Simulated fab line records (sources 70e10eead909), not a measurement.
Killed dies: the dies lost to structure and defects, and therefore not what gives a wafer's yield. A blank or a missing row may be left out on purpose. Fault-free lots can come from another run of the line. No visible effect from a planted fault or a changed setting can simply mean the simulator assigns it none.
fab line records -- flow nand_harc
[record] lots = 6, wafers = 18, last_day = 24
route steps=1159 shown A_CONTACT@851 END@1159
lots untouched by any fault: they come from a run of this same line in which no faults occurred
start_h: start of the lot's first displayed wafer, in hours after the record's first day -- wait_h: hours since the lot's step before -- " as in the row above -- L1.1+2: a single row standing in for several wafers -- - value missing, or start not given -- * or withheld: withheld -- < > ~ a bound
route shown NAME@n: names a module that has steps shown in the file, with the first one's number in the route -- usual: mean/standard deviation taken from wafers without a fault -- same: alike in all rows -- chamber/n: place in a boat -- sites: readings site by site -- _std_site: their standard deviation -- _edge_site: outer sites' mean less inner sites' -- radius_mm: for every site, how far away it sits from the centre of the wafer -- mask NAME#n: copy n -- behind: the most recent tool/chamber to have shaped the wafer -- hold: why the lot was held/for how many hours/how that ended -- device: whichever transistor did not switch (one of n, p or np) -- end of line: at the end of the route, the tests of the same wafers -- a step with no rows: only its recipe -- killed: not the wafer's yield, but the dies lost to structure and defects at the first sort -- map: shows each die of a wafer: x if killed, . if not, _ if none is there
set.NAME: the setting as run; set.NAME@STEP: as run at that earlier step -- model.NAME: the simulator's own value behind a step, which no gauge read
lots at selected steps of the route; one table per step, one row per wafer
services: when a tool's chamber went out of use (start_h, in hours from the record's first day, below 0 if earlier), for how many hours, and the reason
[[steps]]
[step NHARC_A_CONTACT_EXPOSE_39]
[recipe] na = 1.35, sigma_outer = 0.8, dose_mj = 58.79, mask_id = A_CC_3
[step NHARC_A_CONTACT_PEB_40]
[recipe] peb_temp_c = 100, peb_time_s = 65
[step NHARC_A_CONTACT_DEVELOP_41]
[recipe] develop_time_s = 35, dev_temp_c = 23
[step NHARC_A_CONTACT_CD_MEAS_42]
[recipe] target_cd_nm = 200, landing_energy_ev = 500
[usual] cd_nm = 200.1/0.69
lot.wafer,tool,chamber,start_h,wait_h,cd_nm
L578.3,cd_sem-02,0,403.97,-,200.1
L578.5,cd_sem-02,0,403.97,-,200.6
L578.6,cd_sem-02,0,403.97,-,200.0
L583.1,cd_sem-01,0,443.06,-,201.4
L583.5,cd_sem-01,0,443.06,-,200.4
L583.6,cd_sem-01,0,443.06,-,201.2
L586.3,cd_sem-03,0,472.18,-,199.4
L586.5,cd_sem-03,0,472.18,-,201.3
L586.6,cd_sem-03,0,472.18,-,200.9
L588.2,cd_sem-01,0,474.85,-,199.3
L588.5,cd_sem-01,0,474.85,-,199.4
L588.6,cd_sem-01,0,474.85,-,198.9
L590.3,cd_sem-03,0,490.42,-,199.6
L590.5,cd_sem-03,0,490.42,-,198.8
L590.6,cd_sem-03,0,490.42,-,199.8
L596.2,cd_sem-03,0,501.45,-,200.5
L596.3,cd_sem-03,0,501.45,-,200.3
L596.4,cd_sem-03,0,501.45,-,200.9
[step NHARC_A_CONTACT_OVL_MEAS_43]
[usual] overlay_x_nm = 0.1/0.91, overlay_y_nm = -0.4/0.79
lot.wafer,tool,chamber,start_h,wait_h,overlay_x_nm,overlay_y_nm
L578.3,overlay-01,-,404.06,-,0.3,-0.6
L578.5,overlay-01,-,404.06,-,0.4,-0.6
L578.6,overlay-01,-,404.06,-,0.3,-0.5
L583.1,overlay-01,-,443.15,-,1.6,-0.5
L583.5,overlay-01,-,443.15,-,1.5,-1.0
L583.6,overlay-01,-,443.15,-,1.4,-1.4
L586.3,overlay-02,-,472.26,-,-0.1,-1.3
L586.5,overlay-02,-,472.26,-,0.0,-0.7
L586.6,overlay-02,-,472.26,-,0.0,-1.0
L588.2,overlay-02,-,474.94,-,1.7,0.4
L588.5,overlay-02,-,474.94,-,1.6,-0.4
L588.6,overlay-02,-,474.94,-,1.6,-0.9
L590.3,overlay-01,-,490.51,-,-1.3,1.7
L590.5,overlay-01,-,490.51,-,-1.1,1.6
L590.6,overlay-01,-,490.51,-,-1.6,1.8
L596.2,overlay-02,-,501.54,-,-0.8,0.0
L596.3,overlay-02,-,501.54,-,-0.1,-0.4
L596.4,overlay-02,-,501.54,-,-0.5,-0.3
[step NHARC_A_CONTACT_INSPECT_44]
[usual] raw_defect_count = 25/12
lot.wafer,tool,chamber,start_h,wait_h,raw_defect_count
L578.3,defect_inspect-01,-,404.09,0.0,10
L578.5,defect_inspect-01,-,404.09,0.0,9
L578.6,defect_inspect-01,-,404.09,0.0,6
L583.1,defect_inspect-01,-,443.19,0.0,28
L583.5,defect_inspect-01,-,443.19,0.0,32
L583.6,defect_inspect-01,-,443.19,0.0,23
L586.3,defect_inspect-02,-,472.30,0.0,22
L586.5,defect_inspect-02,-,472.30,0.0,27
L586.6,defect_inspect-02,-,472.30,0.0,24
L588.2,defect_inspect-01,-,474.97,0.0,40
L588.5,defect_inspect-01,-,474.97,0.0,53
L588.6,defect_inspect-01,-,474.97,0.0,52
L590.3,defect_inspect-01,-,490.54,0.0,35
L590.5,defect_inspect-01,-,490.54,0.0,29
L590.6,defect_inspect-01,-,490.54,0.0,34
L596.2,defect_inspect-01,-,501.58,0.0,16
L596.3,defect_inspect-01,-,501.58,0.0,10
L596.4,defect_inspect-01,-,501.58,0.0,10
[step NHARC_A_CONTACT_DESCUM_47]
[recipe] time_s = 3, o2_flow_sccm = 200, ar_flow_sccm = 0, bias_power_w = 0, chemistry = O2
[usual] drypump_motor_current_A = 5.8/0.31, oes_product_au = 0.997/0.014, rf_vpp_V = 57.7/0.92, showerhead_plenum_p_Torr = 1.93/0.11, throttle_valve_pct = 11.311/0.0094
[same] bias_power_w = 0
lot.wafer,tool,chamber,start_h,wait_h,drypump_motor_current_A,oes_product_au,rf_hours_counter_h,rf_vpp_V,showerhead_plenum_p_Torr,throttle_valve_pct
L578.3,rie_diel-06,0,404.17,0.1,5.4,0.984,23,57.6,1.82,11.318
L578.6,rie_diel-06,3,404.17,0.1,6.0,0.993,-,56.1,1.77,11.334
L578.5,rie_diel-06,0,404.17,0.1,5.4,0.980,-,57.4,1.82,11.315
L583.1,rie_diel-06,2,443.26,0.1,5.6,1.006,2,58.0,2.01,11.327
L583.5,rie_diel-06,1,443.26,0.1,5.8,0.989,-,57.2,1.91,11.308
L583.6,rie_diel-06,2,443.26,0.1,5.6,1.004,-,57.8,2.01,11.301
L586.3,rie_diel-03,3,472.40,0.1,6.2,0.983,30,58.3,1.97,11.305
L586.5,rie_diel-03,1,472.40,0.1,6.4,0.980,-,56.6,1.84,11.315
L586.6,rie_diel-03,2,472.40,0.1,5.9,0.999,-,58.2,2.07,11.317
L588.2,rie_diel-06,3,475.03,0.1,6.1,0.982,8,57.8,2.07,11.328
L588.5,rie_diel-06,3,475.03,0.1,6.1,0.975,-,58.3,2.07,11.296
L588.6,rie_diel-06,0,475.03,0.1,5.4,0.992,-,56.8,1.82,11.314
L590.3,rie_diel-03,3,490.61,0.1,6.2,0.980,36,58.0,1.97,11.312
L590.6,rie_diel-03,3,490.61,0.1,6.2,0.981,-,56.7,1.97,11.306
L590.5,rie_diel-03,0,490.61,0.1,6.1,0.999,-,57.3,1.82,11.312
L596.3,rie_diel-03,2,501.64,0.1,5.9,0.998,39,59.3,2.06,11.320
L596.2,rie_diel-03,3,501.64,0.1,6.2,0.982,39,58.8,1.97,11.323
L596.4,rie_diel-03,1,501.64,0.1,6.4,0.983,38,56.7,1.83,11.300
[step NHARC_A_CONTACT_ETCH_48]
[recipe] target_depth_a = 390, over_etch_frac = 0.3, time_s = 65, ion_energy_ev = 80, cf4_flow_sccm = 150, ar_flow_sccm = 0, rf_w = 300, bias_w = 100, chemistry = CF4
[step NHARC_A_CONTACT_ETCH_49]
[recipe] target_depth_a = 2600, over_etch_frac = 0.3, time_s = 475.3, ion_energy_ev = 200, n2_flow_sccm = 150, h2_flow_sccm = 150, ar_flow_sccm = 0, rf_w = 400, bias_w = 150, chemistry = N2/H2
[usual] bias_w = 150.0/0.37, chamber_pressure_mTorr = 30.001/0.026, drypump_motor_current_A = 5.8/0.32, oes_product_au = 0.996/0.013, rf_vpp_V = 430/3.2, showerhead_plenum_p_Torr = 2.04/0.11, throttle_valve_pct = 14.170/0.0091
lot.wafer,tool,chamber,start_h,wait_h,bias_w,chamber_pressure_mTorr,drypump_motor_current_A,oes_product_au,rf_hours_counter_h,rf_vpp_V,showerhead_plenum_p_Torr,throttle_valve_pct
L578.3,rie_diel-06,1,-,-,149.4,29.986,5.8,1.008,29,429,2.03,14.165
L578.6,rie_diel-06,0,-,-,149.4,30.016,5.4,1.003,-,428,1.94,14.164
L578.5,rie_diel-06,1,-,-,149.8,30.001,5.8,1.000,-,431,2.03,14.178
L583.1,rie_diel-06,2,-,-,150.3,30.010,5.6,1.013,2,434,2.14,14.186
L583.6,rie_diel-06,3,-,-,149.5,29.990,6.1,0.975,-,434,2.22,14.172
L583.5,rie_diel-06,0,-,-,149.6,29.990,5.4,1.004,-,429,1.94,14.167
L586.3,rie_diel-03,2,-,-,150.2,30.024,5.9,1.010,30,436,2.21,14.170
L586.5,rie_diel-03,0,-,-,149.7,30.016,6.1,0.993,-,427,1.94,14.181
L586.6,rie_diel-03,1,-,-,149.9,30.023,6.4,0.983,-,427,1.95,14.164
L588.2,rie_diel-06,0,-,-,149.6,29.970,5.4,0.989,9,428,1.94,14.163
L588.6,rie_diel-06,3,-,-,149.9,30.009,6.0,0.989,-,435,2.22,14.156
L588.5,rie_diel-06,0,-,-,149.6,30.035,5.4,0.997,-,428,1.94,14.162
L590.3,rie_diel-03,2,-,-,150.2,29.956,5.9,1.003,36,435,2.21,14.162
L590.5,rie_diel-03,3,-,-,150.3,30.009,6.2,0.967,-,431,2.10,14.154
L590.6,rie_diel-03,0,-,-,150.1,30.027,6.1,1.000,-,428,1.94,14.172
L596.3,rie_diel-03,1,-,-,150.3,29.935,6.4,0.980,38,428,1.95,14.162
L596.4,rie_diel-03,2,-,-,150.4,30.014,5.9,0.992,39,433,2.20,14.160
L596.2,rie_diel-03,3,-,-,149.5,30.018,6.1,0.991,39,431,2.10,14.169
[step NHARC_A_CONTACT_ETCH_50]
[recipe] target_depth_a = 847, time_s = 42.4, cf4_flow_sccm = 100, chf3_flow_sccm = 30, ar_flow_sccm = 0, rf_w = 500, bias_w = 200, chemistry = CF4/CHF3
[step NHARC_A_CONTACT_ETCH_51]
[recipe] target_depth_a = 36000, over_etch_frac = 0.3, time_s = 936, ion_energy_ev = 150, o2_flow_sccm = 400, cos_flow_sccm = 20, ar_flow_sccm = 0, rf_w = 500, bias_w = 300, chemistry = O2/COS
[usual] bias_w = 300.0/0.97, chamber_pressure_mTorr = 19.998/0.017, drypump_motor_current_A = 5.8/0.32, oes_product_au = 0.997/0.014, rf_vpp_V = 314.3/2.4, showerhead_plenum_p_Torr = 3.14/0.16, throttle_valve_pct = 28.330/0.0092
lot.wafer,tool,chamber,start_h,wait_h,bias_w,chamber_pressure_mTorr,drypump_motor_current_A,oes_product_au,rf_hours_counter_h,rf_vpp_V,showerhead_plenum_p_Torr,throttle_valve_pct
L578.3,rie_diel-06,3,-,-,299.5,19.995,6.0,1.015,33,311.2,2.90,28.327
L578.5,rie_diel-06,1,-,-,299.2,20.024,5.9,1.011,-,315.1,3.11,28.312
L578.6,rie_diel-06,2,-,-,302.7,20.005,5.6,1.011,-,315.9,3.27,28.321
L583.1,rie_diel-06,0,-,-,298.7,19.981,5.4,1.003,3,313.2,2.98,28.345
L583.6,rie_diel-06,0,-,-,300.1,20.044,5.4,0.994,-,312.8,2.98,28.326
L583.5,rie_diel-06,1,-,-,300.6,19.995,5.8,1.008,-,315.0,3.11,28.326
L586.3,rie_diel-03,3,-,-,300.8,20.006,6.2,0.982,30,316.1,3.21,28.326
L586.5,rie_diel-03,3,-,-,299.6,20.010,6.2,0.983,-,314.2,3.21,28.309
L586.6,rie_diel-03,0,-,-,300.2,19.984,6.1,1.000,-,312.4,2.99,28.320
L588.2,rie_diel-06,3,-,-,301.2,20.008,6.1,0.969,8,318.7,3.37,28.323
L588.6,rie_diel-06,3,-,-,300.1,19.989,6.0,0.965,-,317.1,3.37,28.337
L588.5,rie_diel-06,0,-,-,300.6,19.962,5.4,1.000,-,312.8,2.98,28.331
L590.3,rie_diel-03,1,-,-,300.7,20.003,6.4,0.983,35,311.9,3.00,28.326
L590.5,rie_diel-03,2,-,-,298.6,20.022,5.9,1.013,-,318.2,3.35,28.343
L590.6,rie_diel-03,3,-,-,298.8,19.981,6.2,0.979,-,314.5,3.21,28.317
L596.2,rie_diel-03,0,-,-,299.4,19.980,6.1,0.983,39,312.6,2.98,28.324
L596.3,rie_diel-03,2,-,-,299.7,20.012,5.9,1.004,39,317.7,3.35,28.338
L596.4,rie_diel-03,3,-,-,300.6,20.027,6.2,0.978,39,313.8,3.20,28.330
[step NHARC_A_CONTACT_ETCH_111]
[recipe] source_w = withheld, pressure_mtorr = 20, bias_v = withheld, time_s = 140, target_depth_a = 7000, ar_flow_sccm = withheld, c4f8_flow_sccm = withheld, o2_flow_sccm = withheld, chemistry = C4F8/O2/Ar
[usual] chamber_pressure_mTorr = 20.002/0.018, oes_air_line_au = 0.998/0.022
lot.wafer,tool,chamber,start_h,wait_h,chamber_pressure_mTorr,oes_air_line_au,rf_hours_counter_h
L578.3,har_cap_etch-03,0,405.95,-,20.029,1.059,-
L578.5,har_cap_etch-03,1,405.95,-,19.986,1.024,-
L578.6,har_cap_etch-03,0,405.95,-,20.005,1.010,-
L583.1,har_cap_etch-02,1,444.69,-,19.996,1.025,17
L583.6,har_cap_etch-02,1,444.69,-,19.995,0.992,-
L583.5,har_cap_etch-02,0,444.69,-,20.029,0.975,-
L586.3,har_cap_etch-03,1,473.71,-,19.960,0.968,-
L586.5,har_cap_etch-03,1,473.71,-,20.015,1.001,-
L586.6,har_cap_etch-03,0,473.71,-,19.987,1.065,-
L588.2,har_cap_etch-02,0,476.31,-,20.026,0.959,22
L588.5,har_cap_etch-02,0,476.31,-,20.000,1.002,-
L588.6,har_cap_etch-02,1,476.31,-,19.955,1.021,-
L590.3,har_cap_etch-03,1,491.96,-,20.007,0.978,-
L590.6,har_cap_etch-03,1,491.96,-,20.026,1.034,-
L590.5,har_cap_etch-03,0,491.96,-,20.021,0.977,-
L596.2,har_cap_etch-01,0,502.90,-,20.013,0.990,77
L596.4,har_cap_etch-01,0,502.90,-,19.969,1.003,-
L596.3,har_cap_etch-01,1,502.90,-,20.005,1.015,-
[step NHARC_A_CONTACT_ETCH_112]
[recipe] source_w = withheld, pressure_mtorr = 20, bias_v = 3000, time_s = 94, target_depth_a = 9220, ar_flow_sccm = withheld, c4f8_flow_sccm = withheld, o2_flow_sccm = withheld, chemistry = C4F8/O2/Ar
[usual] chamber_pressure_mTorr = 20.000/0.02, oes_air_line_au = 1.003/0.02
lot.wafer,tool,chamber,start_h,wait_h,chamber_pressure_mTorr,oes_air_line_au,rf_hours_counter_h
L578.3,har_cap_etch-03,0,406.10,0.1,20.018,0.993,-
L578.5,har_cap_etch-03,1,406.10,0.1,19.983,0.980,-
L578.6,har_cap_etch-03,0,406.10,0.1,19.983,1.021,-
L583.1,har_cap_etch-02,1,444.89,0.2,19.990,0.996,17
L583.6,har_cap_etch-02,1,444.89,0.2,20.003,0.975,-
L583.5,har_cap_etch-02,0,444.89,0.2,19.981,0.987,-
L586.3,har_cap_etch-03,1,473.87,0.1,-,-,-
L586.5,har_cap_etch-03,1,473.87,0.1,-,-,-
L586.6,har_cap_etch-03,0,473.87,0.1,-,-,-
L588.2,har_cap_etch-02,0,476.51,0.2,-,-,-
L588.5,har_cap_etch-02,0,476.51,0.2,-,-,-
L588.6,har_cap_etch-02,1,476.51,0.2,-,-,-
L590.3,har_cap_etch-03,1,492.18,0.2,20.000,1.015,-
L590.6,har_cap_etch-03,1,492.18,0.2,19.997,0.992,-
L590.5,har_cap_etch-03,0,492.18,0.2,19.999,1.031,-
L596.2,har_cap_etch-01,0,503.10,0.2,20.015,1.017,77
L596.4,har_cap_etch-01,0,503.10,0.2,20.048,1.036,-
L596.3,har_cap_etch-01,1,503.10,0.2,19.975,1.035,-
[step NHARC_A_CONTACT_ETCH_113]
[recipe] source_w = withheld, pressure_mtorr = 20, bias_v = 3000, time_s = 94, target_depth_a = 9220, ar_flow_sccm = withheld, c4f8_flow_sccm = withheld, o2_flow_sccm = withheld, chemistry = C4F8/O2/Ar
[usual] chamber_pressure_mTorr = 20.002/0.017, oes_air_line_au = 1.001/0.02
lot.wafer,tool,chamber,start_h,wait_h,chamber_pressure_mTorr,oes_air_line_au,rf_hours_counter_h
L578.3,har_cap_etch-03,0,406.19,0.1,19.983,0.982,-
L578.5,har_cap_etch-03,1,406.19,0.1,19.980,0.987,-
L578.6,har_cap_etch-03,0,406.19,0.1,20.021,0.996,-
L583.1,har_cap_etch-02,1,444.98,0.1,19.971,1.045,17
L583.6,har_cap_etch-02,1,444.98,0.1,19.975,1.021,-
L583.5,har_cap_etch-02,0,444.98,0.1,19.994,0.983,-
L586.3,har_cap_etch-03,1,473.96,0.1,20.013,1.000,-
L586.5,har_cap_etch-03,1,473.96,0.1,20.012,0.984,-
L586.6,har_cap_etch-03,0,473.96,0.1,20.011,0.996,-
L588.2,har_cap_etch-02,0,476.60,0.1,19.970,1.017,22
L588.5,har_cap_etch-02,0,476.60,0.1,19.988,1.011,-
L588.6,har_cap_etch-02,1,476.60,0.1,20.031,0.988,-
L590.3,har_cap_etch-03,1,492.30,0.1,20.006,0.965,-
L590.6,har_cap_etch-03,1,492.30,0.1,20.000,1.035,-
L590.5,har_cap_etch-03,0,492.30,0.1,19.990,0.971,-
L596.2,har_cap_etch-01,0,503.19,0.1,20.025,1.046,78
L596.4,har_cap_etch-01,0,503.19,0.1,20.020,1.023,-
L596.3,har_cap_etch-01,1,503.19,0.1,20.000,1.009,-
[step NHARC_END_SORT_01]
[recipe] temp_c = 25
[usual] killed_at_array = 24/8.7, killed_at_other = 0.8/1.2, killed_at_periphery = 3.6/2.3, killed_dies = 28/8.9, killed_open = 3.2/1.9, killed_short = 2.0/1.6
[same] gross_dies = 677
lot.wafer,tool,chamber,start_h,wait_h,killed_at_array,killed_at_other,killed_at_periphery,killed_dies,killed_open,killed_short
L583.5,prober-02,0,521.40,3.7,26,2,4,32,3,1
L588.2,prober-01,0,554.72,2.8,674,0,3,677,3,1
L588.5,prober-01,0,557.08,3.6,676,0,1,677,4,2
L588.6,prober-01,0,557.87,3.9,675,0,2,677,8,0
L586.3,prober-02,0,555.58,3.1,667,1,9,677,5,4
L586.5,prober-02,0,557.21,3.8,669,2,6,677,5,4
L586.6,prober-02,0,558.03,4.1,674,1,2,677,7,4
// killed by level:class
L583.5 A_SLIT:chamber_film_flake=13 A_CHANNEL_HOLE_D1:chamber_film_flake=6 A_CONTACT:geometric_particle:open=2 P_STI:chamber_film_flake=2 A_WL_FILL:chamber_film_flake=2 A_CONTACT:chamber_film_flake=2 THIN_TSV:chamber_film_flake=2 P_GATE:geometric_particle:short=1
L588.2 A_CONTACT:area_etch=636 A_CHANNEL_HOLE_D1:chamber_film_flake=17 A_SLIT:chamber_film_flake=14 A_CONTACT:chamber_film_flake=3 P_GATE:chamber_film_flake=2 A_ONON_D1:geometric_particle:short=1 A_CHANNEL_FILL_D1:geometric_particle:open=1 A_SGD_CUT:geometric_particle:open=1
L586.3 A_CONTACT:area_etch=645 A_CHANNEL_HOLE_D1:chamber_film_flake=12 P_M1:chamber_film_flake=5 P_CONTACT:geometric_particle:open=2 A_ONON_D1:geometric_particle:short=2 P_M1:geometric_particle:open=1 A_ONON_D1:geometric_particle:open=1 A_CHANNEL_FILL_D1:geometric_particle:short=1
L588.5 A_CONTACT:area_etch=629 A_SLIT:chamber_film_flake=19 A_CHANNEL_HOLE_D1:chamber_film_flake=17 A_CONTACT:chamber_film_flake=4 P_M0:geometric_particle:open=1 A_CHANNEL_HOLE_D1:geometric_particle:short=1 A_CHANNEL_FILL_D1:geometric_particle:open=1 A_WL_FILL:geometric_particle:open=1
L586.5 A_CONTACT:area_etch=639 A_CHANNEL_HOLE_D1:chamber_film_flake=18 P_M1:chamber_film_flake=4 A_CONTACT:geometric_particle:open=3 A_STAIRCASE:chamber_film_flake=3 THIN_TSV:chamber_film_flake=2 P_M0:geometric_particle:short=1 A_SOURCE_PLATE:geometric_particle:open=1
L588.6 A_CONTACT:area_etch=637 A_SLIT:chamber_film_flake=15 A_CHANNEL_HOLE_D1:chamber_film_flake=12 A_CONTACT:chamber_film_flake=4 A_ONON_D1:geometric_particle:open=2 A_CONTACT:geometric_particle:open=2 P_M0:geometric_particle:open=1 P_M1:geometric_particle:open=1
L586.6 A_CONTACT:area_etch=644 A_CHANNEL_HOLE_D1:chamber_film_flake=16 A_CONTACT:geometric_particle:open=3 A_ONON_D1:geometric_particle:open=2 A_CONTACT:chamber_film_flake=2 P_GATE:geometric_particle:short=1 A_SOURCE_PLATE:geometric_particle:open=1 A_SOURCE_PLATE:geometric_particle:short=1
// map L586.3 (x killed, . not)
____________x____________
_________xxxxxxx_________
_______xxxxxxxxxxx_______
______xxxxxxxxxxxxx______
_____xxxxxxxxxxxxxxx_____
____xxxxxxxxxxxxxxxxx____
____xxxxxxxxxxxxxxxxx____
___xxxxxxxxxxxxxxxxxxx___
___xxxxxxxxxxxxxxxxxxx___
__xxxxxxxxxxxxxxxxxxxxx__
__xxxxxxxxxxxxxxxxxxxxx__
_xxxxxxxxxxxxxxxxxxxxxxx_
_xxxxxxxxxxxxxxxxxxxxxxx_
_xxxxxxxxxxxxxxxxxxxxxxx_
_xxxxxxxxxxxxxxxxxxxxxxx_
_xxxxxxxxxxxxxxxxxxxxxxx_
xxxxxxxxxxxxxxxxxxxxxxxxx
xxxxxxxxxxxxxxxxxxxxxxxxx
xxxxxxxxxxxxxxxxxxxxxxxxx
xxxxxxxxxxxxxxxxxxxxxxxxx
xxxxxxxxxxxxxxxxxxxxxxxxx
_xxxxxxxxxxxxxxxxxxxxxxx_
_xxxxxxxxxxxxxxxxxxxxxxx_
_xxxxxxxxxxxxxxxxxxxxxxx_
_xxxxxxxxxxxxxxxxxxxxxxx_
_xxxxxxxxxxxxxxxxxxxxxxx_
__xxxxxxxxxxxxxxxxxxxxx__
__xxxxxxxxxxxxxxxxxxxxx__
___xxxxxxxxxxxxxxxxxxx___
___xxxxxxxxxxxxxxxxxxx___
____xxxxxxxxxxxxxxxxx____
____xxxxxxxxxxxxxxxxx____
_____xxxxxxxxxxxxxxx_____
______xxxxxxxxxxxxx______
_______xxxxxxxxxxx_______
_________xxxxxxx_________
____________x____________
// map L588.2 (x killed, . not)
____________x____________
_________xxxxxxx_________
_______xxxxxxxxxxx_______
______xxxxxxxxxxxxx______
_____xxxxxxxxxxxxxxx_____
____xxxxxxxxxxxxxxxxx____
____xxxxxxxxxxxxxxxxx____
___xxxxxxxxxxxxxxxxxxx___
___xxxxxxxxxxxxxxxxxxx___
__xxxxxxxxxxxxxxxxxxxxx__
__xxxxxxxxxxxxxxxxxxxxx__
_xxxxxxxxxxxxxxxxxxxxxxx_
_xxxxxxxxxxxxxxxxxxxxxxx_
_xxxxxxxxxxxxxxxxxxxxxxx_
_xxxxxxxxxxxxxxxxxxxxxxx_
_xxxxxxxxxxxxxxxxxxxxxxx_
xxxxxxxxxxxxxxxxxxxxxxxxx
xxxxxxxxxxxxxxxxxxxxxxxxx
xxxxxxxxxxxxxxxxxxxxxxxxx
xxxxxxxxxxxxxxxxxxxxxxxxx
xxxxxxxxxxxxxxxxxxxxxxxxx
_xxxxxxxxxxxxxxxxxxxxxxx_
_xxxxxxxxxxxxxxxxxxxxxxx_
_xxxxxxxxxxxxxxxxxxxxxxx_
_xxxxxxxxxxxxxxxxxxxxxxx_
_xxxxxxxxxxxxxxxxxxxxxxx_
__xxxxxxxxxxxxxxxxxxxxx__
__xxxxxxxxxxxxxxxxxxxxx__
___xxxxxxxxxxxxxxxxxxx___
___xxxxxxxxxxxxxxxxxxx___
____xxxxxxxxxxxxxxxxx____
____xxxxxxxxxxxxxxxxx____
_____xxxxxxxxxxxxxxx_____
______xxxxxxxxxxxxx______
_______xxxxxxxxxxx_______
_________xxxxxxx_________
____________x____________
[[services]]
tool,chamber,start_h,hours,kind
rie_diel-03,-,392.36,9.0,pm
rie_diel-03,0,392.36,9.0,vent_cycle
rie_diel-03,1,392.36,9.0,vent_cycle
rie_diel-03,2,392.36,9.0,vent_cycle
rie_diel-03,3,392.36,9.0,vent_cycle
rie_diel-06,0,397.46,-,clean
rie_diel-06,1,397.46,-,clean
rie_diel-06,2,397.46,-,clean
rie_diel-06,3,397.46,-,clean
rie_diel-03,0,401.36,-,clean
rie_diel-03,0,401.36,-,consumable_replace:focus_ring
rie_diel-03,1,401.36,-,clean
rie_diel-03,2,401.36,-,clean
rie_diel-03,2,401.36,-,consumable_replace:focus_ring
rie_diel-03,2,401.36,-,consumable_replace:showerhead
rie_diel-03,3,401.36,-,clean
rie_diel-06,-,418.20,9.0,pm
rie_diel-06,0,418.20,9.0,vent_cycle
rie_diel-06,1,418.20,9.3,vent_cycle
rie_diel-06,2,418.20,9.0,vent_cycle
rie_diel-06,3,418.20,9.0,vent_cycle
rie_diel-03,0,425.86,-,clean
rie_diel-03,1,425.86,-,clean
rie_diel-06,2,492.00,16.2,repair
[[key]]
[first_sign] step = NHARC_A_CONTACT_ETCH_112, reading = tool_record, direction = missing
[effect] step = NHARC_END_SORT_01, reading = killed_at_array, direction = up, sigmas = 74, usual = 24, struck = 672
[more_kills_born_at] NHARC_A_CONTACT_ETCH_112@har_cap_etch-03 = 1928, NHARC_A_CONTACT_ETCH_112@har_cap_etch-02 = 1902
met_at NHARC_A_CONTACT_ETCH_112
struck_wafers L586.3,L586.5,L586.6,L588.2,L588.5,L588.6
later_rows_left_out L586.3,L586.5,L586.6,L588.2,L588.5,L588.6
tester_left_out L586,L588
onset_between 444.89 473.87
[fault] kind = skipped_step_whole, tool = har_cap_etch-02,har_cap_etch-03, chamber = -, onset_h = 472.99, steps = NHARC_A_CONTACT_ETCH_112, scope = struck_lots_only
// tester_left_out: of these lots the tester's yield and bins aren't shown, on N5 and GAA mostly nor the transistor test; their killed dies are dies lost to structure and defects alone, not to doping, threshold or leakage, so they don't give the yield
// later_rows_left_out: the simulator's readings of these wafers behind a module that went badly wrong aren't trusted and aren't shown, but for the sort
